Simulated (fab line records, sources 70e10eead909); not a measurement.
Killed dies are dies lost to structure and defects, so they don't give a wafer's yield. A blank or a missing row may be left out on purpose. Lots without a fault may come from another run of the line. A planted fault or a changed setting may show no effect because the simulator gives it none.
fab line records | flow nand_harc
record lots=12 wafers=36 last_day=24
route steps=1159 shown A_SLIT@780 THIN_TSV@1126 END@1159
lots that met no fault: from a run of the same line without faults
start_h: hours from the record's first day to the start of the lot's first wafer shown | wait_h: hours since the lot's step before | " the same as in the row above | L1.1+2: a row that stands for several wafers | - no value, or no start given | * or withheld: withheld | < > ~ a bound
route shown NAME@n: a module of which the file shows steps, and the number in the route of the first | usual: mean/standard deviation of fault-free wafers | same: alike in all rows | chamber/n: place in a boat | sites: the reading at each site | _std_site: their standard deviation | _edge_site: outer sites' mean less inner sites' | radius_mm: how far each site lies from the wafer's centre | mask NAME#n: copy n | behind: the tool/chamber that last shaped the wafer | hold: why the lot was held/for how many hours/how that ended | device: the transistor (n, p or np) that didn't switch | end of line: the same wafers' tests at the end of the route | a step without rows: its recipe alone | killed: dies lost to structure and defects at the first sort, not the wafer's yield | map: a wafer's dies, x killed, . not, _ none there
set.NAME: the setting as run; set.NAME@STEP: as run at that earlier step | model.NAME: the simulator's own value behind a step, which no gauge read
steps of the route over a sample of lots; a table a step, a row a wafer
services: from which hour (start_h, from the record's first day; less than 0 if before it) a tool's chamber was out of use, for how many hours, and why
## steps
# step NHARC_A_SLIT_DEP_00
# recipe target_thk_a=32000 temp_c=400 material=aC
# usual throttle_valve_pct=35.000/0.0085
# columns lot.wafer tool chamber start_h wait_h throttle_valve_pct
L801.1 acl_dep-01 0 318.59 - 35.002
L801.3 " 0 " " 34.993
L801.6 " 0 " " 35.005
L806.1 acl_dep-02 0 335.24 - 35.006
L806.4 " 0 " " 34.992
L806.6 " 0 " " 35.013
L807.1 acl_dep-02 0 339.04 - 34.999
L807.2 " 0 " " 34.997
L807.6 " 0 340.66 - 35.008
L808.2 acl_dep-02 0 366.51 - 35.007
L808.3 " 0 " " 35.008
L808.4 " 0 " " 35.001
L815.1 acl_dep-01 0 409.12 - 35.008
L815.4 " 0 " " 34.996
L815.6 " 0 " " 35.016
L819.1 acl_dep-01 0 416.92 - 34.995
L819.4 " 0 417.92 - 34.982
L819.5 " 0 " " 35.006
L818.3 acl_dep-03 0 421.13 - 34.998
L818.4 " 0 " " 34.998
L818.5 " 0 " " 34.986
L821.1 acl_dep-03 0 426.51 - 35.013
L821.2 " 0 " " 35.007
L821.3 " 0 " " 34.995
L820.1 acl_dep-02 0 426.67 - 35.004
L820.2 " 0 " " 35.010
L820.5 " 0 " " 35.004
L822.2 acl_dep-01 0 427.16 - 34.976
L822.5 " 0 " " 35.008
L822.6 " 0 " " 35.010
L823.1 acl_dep-01 0 446.46 - 35.003
L823.3 " 0 " " 35.006
L823.5 " 0 " " 35.017
L824.1 acl_dep-03 0 458.33 - 34.981
L824.5 " 0 459.65 - 35.003
L824.6 " 0 " " 34.994
# step NHARC_THIN_TSV_STRIP_62
# recipe power_w=1500 temp_c=250 time_s=20 chemistry=N2/H2
# usual drypump_motor_current_A=5.69/0.27 heater_power_w=326/39
# columns lot.wafer tool chamber start_h wait_h drypump_motor_current_A heater_power_w rf_hours_counter_h
L801.1 plasma_asher-01 0 428.56 - 5.70 307 56
L801.3 " 0 " " 5.74 305 -
L801.6 " 0 " " 5.73 303 -
L815.1 plasma_asher-01 1 514.43 - 5.43 304 17
L815.4 " 1 " " 5.42 293 -
L815.6 " 1 " " 5.42 297 -
L822.2 plasma_asher-01 1 540.73 - 5.41 306 24
L822.5 " 1 " " 5.39 302 -
L822.6 " 0 " " 5.70 298 -
L819.1 plasma_asher-01 0 542.10 - 5.71 305 25
L819.4 " 0 " " 5.71 305 -
L819.5 " 1 " " 5.41 306 -
L818.3 plasma_asher-01 1 543.12 - 5.42 300 -
L818.4 " 0 " " 5.71 303 -
L818.5 " 0 " " 5.69 300 -
L821.1 plasma_asher-01 0 546.03 - 5.75 301 29
L821.2 " 1 " " 5.40 309 29
L821.3 " 0 " " 5.73 300 -
L820.2 plasma_asher-01 1 547.36 - 5.44 306 30
L820.1 " 0 " " 5.71 300 30
L820.5 " 0 " " 5.71 304 -
L823.1 plasma_asher-02 0 556.55 - 5.63 403 4
L823.3 " 1 " " 6.24 299 -
L823.5 " 1 " " 6.22 300 -
L824.1 plasma_asher-02 1 566.75 - 6.22 307 9
L824.6 " 0 " " 5.63 398 -
L824.5 " 1 " " 6.23 309 -
# step NHARC_THIN_TSV_PRE_CLEAN_50
# recipe time_s=30 temp_c=280 gas=H2/He
# usual heater_power_w=435/54
# columns lot.wafer tool chamber start_h wait_h heater_power_w
L801.3 pvd_sputter-01 - - - 412
L801.1 " - " " 488
L801.6 " - " " 444
L815.1 pvd_sputter-02 - - - 366
L815.4 " - " " 455
L815.6 " - " " 350
L822.2 pvd_sputter-03 - - - 409
L822.6 " - " " 348
L822.5 " - " " 466
L819.1 pvd_sputter-03 - - - 346
L819.4 " - " " 515
L819.5 " - " " 360
L818.4 pvd_sputter-01 - - - 454
L818.3 " - " " 405
L818.5 " - " " 441
L821.3 pvd_sputter-01 - - - 514
L821.2 " - " " 396
L821.1 " - " " 496
L820.1 pvd_sputter-03 - - - 520
L820.2 " - " " 422
L820.5 " - " " 352
L823.1 pvd_sputter-01 - - - 501
L823.3 " - " " 433
L823.5 " - " " 493
L824.1 pvd_sputter-02 - - - 372
L824.6 " - " " 449
L824.5 " - " " 374
# step NHARC_THIN_TSV_ANNEAL_52
# recipe temp_c=225 time_s=90
# usual anneal_temp_c=224.98/0.14 wafer_temp_C_max=226.3/0.34
# columns lot.wafer tool chamber start_h wait_h anneal_temp_c wafer_temp_C_max
L801.1 rtp_anneal-01 0 429.93 0.6 224.99 226.7
L801.3 " 0 " " 225.00 226.5
L801.6 " 0 " " 225.05 226.4
L815.1 rtp_anneal-01 0 515.79 0.6 225.19 226.5
L815.4 " 0 " " 224.95 226.7
L815.6 " 0 " " 225.06 226.4
L822.2 rtp_anneal-01 0 542.18 0.6 224.80 226.4
L822.5 " 0 " " 224.89 226.3
L822.6 " 0 " " 225.06 227.4
L819.1 rtp_anneal-01 0 543.48 0.5 224.99 226.4
L819.4 " 0 " " 225.06 226.5
L819.5 " 0 " " 224.88 226.3
L818.3 rtp_anneal-02 0 544.55 0.5 224.79 226.4
L818.4 " 0 " " 224.74 226.2
L818.5 " 0 " " 224.78 226.0
L821.1 rtp_anneal-02 0 547.41 0.7 225.02 226.3
L821.2 " 0 " " 225.23 226.3
L821.3 " 0 " " 225.12 226.0
L820.1 rtp_anneal-01 0 548.76 0.6 224.99 226.6
L820.2 " 0 " " 225.02 226.9
L820.5 " 0 " " 224.85 227.1
L823.1 rtp_anneal-01 0 558.13 0.7 224.81 226.4
L823.3 " 0 " " 225.05 226.3
L823.5 " 0 " " 225.14 226.4
L824.1 rtp_anneal-02 0 568.10 0.6 224.90 225.8
L824.5 " 0 " " 224.97 226.4
L824.6 " 0 " " 224.81 226.1
# step NHARC_END_SORT_01
# recipe temp_c=25
# usual killed_at_array=29/11 killed_at_other=0.7/1.1 killed_at_periphery=3.1/2 killed_dies=33/11 killed_open=3.5/1.8 killed_short=2.0/1.4
# same gross_dies=677
# columns lot.wafer tool chamber start_h wait_h killed_at_array killed_at_other killed_at_periphery killed_dies killed_open killed_short
L807.1 prober-01 0 480.23 2.5 665 0 4 669 4 4
L807.2 prober-01 0 481.03 2.8 662 0 6 668 4 2
L807.6 prober-01 0 484.23 4.0 662 0 7 669 6 1
L806.1 prober-01 0 488.01 2.5 668 3 3 674 2 1
L806.4 prober-01 0 490.40 3.4 665 3 5 673 5 2
L806.6 prober-01 0 491.99 4.0 663 1 9 673 3 3
L808.2 prober-02 0 500.48 2.8 661 0 6 667 2 1
L808.3 prober-02 0 501.28 3.1 670 0 3 673 1 1
L808.4 prober-02 0 502.08 3.4 665 0 4 669 2 1
# killed by level:class
L807.1 A_SLIT:area_dep=638 A_SLIT:chamber_film_flake=10 A_CHANNEL_HOLE_D1:chamber_film_flake=9 A_CONTACT:geometric_particle:open=2 A_M1:geometric_particle:short=2 P_BONDPAD:geometric_particle:short=1 A_CHANNEL_FILL_D1:geometric_particle:open=1 A_WL_FILL:geometric_particle:short=1
L807.2 A_SLIT:area_dep=636 A_CHANNEL_HOLE_D1:chamber_film_flake=12 A_SLIT:chamber_film_flake=10 P_STI:chamber_film_flake=3 P_GATE:geometric_particle:open=1 P_M1:geometric_particle:open=1 A_ONON_D1:geometric_particle:short=1 A_WL_FILL:geometric_particle:short=1
L807.6 A_SLIT:area_dep=629 A_CHANNEL_HOLE_D1:chamber_film_flake=18 A_SLIT:chamber_film_flake=6 P_CONTACT:chamber_film_flake=2 P_M1:chamber_film_flake=2 A_M1:chamber_film_flake=2 P_CONTACT:geometric_particle:open=1 P_M1:geometric_particle:open=1
L806.1 A_SLIT:area_dep=660 A_CHANNEL_HOLE_D1:chamber_film_flake=3 THIN_TSV:chamber_film_flake=3 A_STAIRCASE:chamber_film_flake=2 P_CONTACT:geometric_particle:open=1 P_M0:geometric_particle:short=1 A_M0:geometric_particle:open=1 P_BONDPAD:chamber_film_flake=1
L806.4 A_SLIT:area_dep=654 P_M1:chamber_film_flake=3 A_CHANNEL_HOLE_D1:chamber_film_flake=3 THIN_TSV:chamber_film_flake=3 A_CONTACT:geometric_particle:open=2 A_STAIRCASE:chamber_film_flake=2 P_M0:geometric_particle:open=1 A_CHANNEL_FILL_D1:geometric_particle:short=1
L806.6 A_SLIT:area_dep=653 P_BONDPAD:chamber_film_flake=5 A_STAIRCASE:chamber_film_flake=4 A_CONTACT:geometric_particle:open=2 A_BLC:chamber_film_flake=2 P_GATE:geometric_particle:open=1 P_CONTACT:geometric_particle:short=1 A_CONTACT:geometric_particle:short=1
L808.2 A_SLIT:area_dep=641 A_SLIT:chamber_film_flake=10 P_M2:chamber_film_flake=4 A_CONTACT:chamber_film_flake=4 A_CHANNEL_HOLE_D1:chamber_film_flake=2 P_M0:geometric_particle:open=1 A_SOURCE_PLATE:geometric_particle:short=1 A_M1:geometric_particle:open=1
L808.3 A_SLIT:area_dep=649 A_SLIT:chamber_film_flake=8 A_CONTACT:chamber_film_flake=5 P_M2:chamber_film_flake=2 A_CHANNEL_HOLE_D1:chamber_film_flake=2 A_STAIRCASE:chamber_film_flake=2 A_WL_FILL:chamber_film_flake=2 A_SGD_CUT:geometric_particle:open=1
L808.4 A_SLIT:area_dep=641 A_SLIT:chamber_film_flake=14 P_ZERO_WELL:chamber_film_flake=2 P_M2:chamber_film_flake=2 A_CHANNEL_HOLE_D1:chamber_film_flake=2 A_STAIRCASE:chamber_film_flake=2 A_CONTACT:chamber_film_flake=2 A_CHANNEL_HOLE_D1:geometric_particle:short=1
## services
# columns tool chamber start_h hours kind
rtp_anneal-02 - 300.00 12.0 pm
pvd_sputter-01 - 336.05 10.0 pm
acl_dep-02 - 348.72 13.0 pm
plasma_asher-02 - 360.31 9.0 pm
plasma_asher-02 0 360.31 9.0 vent_cycle
plasma_asher-02 1 360.31 9.0 vent_cycle
plasma_asher-02 0 369.31 - clean
plasma_asher-02 1 369.31 - clean
pvd_sputter-02 - 392.00 10.0 pm
acl_dep-03 - 407.47 13.0 pm
pvd_sputter-02 - 436.22 5.5 repair
pvd_sputter-01 - 437.89 14.8 repair
plasma_asher-01 - 453.60 9.0 pm
plasma_asher-01 0 453.60 9.0 vent_cycle
plasma_asher-01 1 453.60 9.0 vent_cycle
pvd_sputter-03 - 458.07 10.0 pm
plasma_asher-01 0 462.60 - clean
plasma_asher-01 1 462.60 - clean
acl_dep-01 - 474.42 13.0 pm
pvd_sputter-01 - 514.05 10.0 pm
acl_dep-02 - 529.72 13.0 pm
plasma_asher-02 - 537.31 9.0 pm
plasma_asher-02 0 537.31 9.0 vent_cycle
plasma_asher-02 1 537.31 9.0 vent_cycle
## key
first_sign step=NHARC_END_SORT_01 reading=killed_dies direction=up sigmas=60 usual=33 struck=671
effect step=NHARC_END_SORT_01 reading=killed_at_array direction=up sigmas=59 usual=29 struck=665
more_kills_born_at NHARC_A_SLIT_DEP_00@acl_dep-02=5801
met_at NHARC_A_SLIT_DEP_00
struck_lots L806,L807,L808
struck_wafers L806.1,L806.4,L806.6,L807.1,L807.2,L807.6,L808.2,L808.3,L808.4
later_rows_left_out L806.1,L806.4,L806.6,L807.1,L807.2,L807.6,L808.2,L808.3,L808.4
tester_left_out L806,L807,L808
not_acting_at NHARC_THIN_TSV_STRIP_62,NHARC_THIN_TSV_PRE_CLEAN_50,NHARC_THIN_TSV_ANNEAL_52
fault kind=process_parameter_drift tool=acl_dep-02 chamber=0 onset_h=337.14 steps=NHARC_A_SLIT_DEP_00 channel=target_thk_a offset=* shape=step end_h=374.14 acts_in=* stated=*
# tester_left_out: of these lots the tester's yield and bins aren't shown, on N5 and GAA mostly nor the transistor test; their killed dies are dies lost to structure and defects alone, not to doping, threshold or leakage, so they don't give the yield
# later_rows_left_out: the simulator's readings of these wafers behind a module that went badly wrong aren't trusted and aren't shown, but for the sort
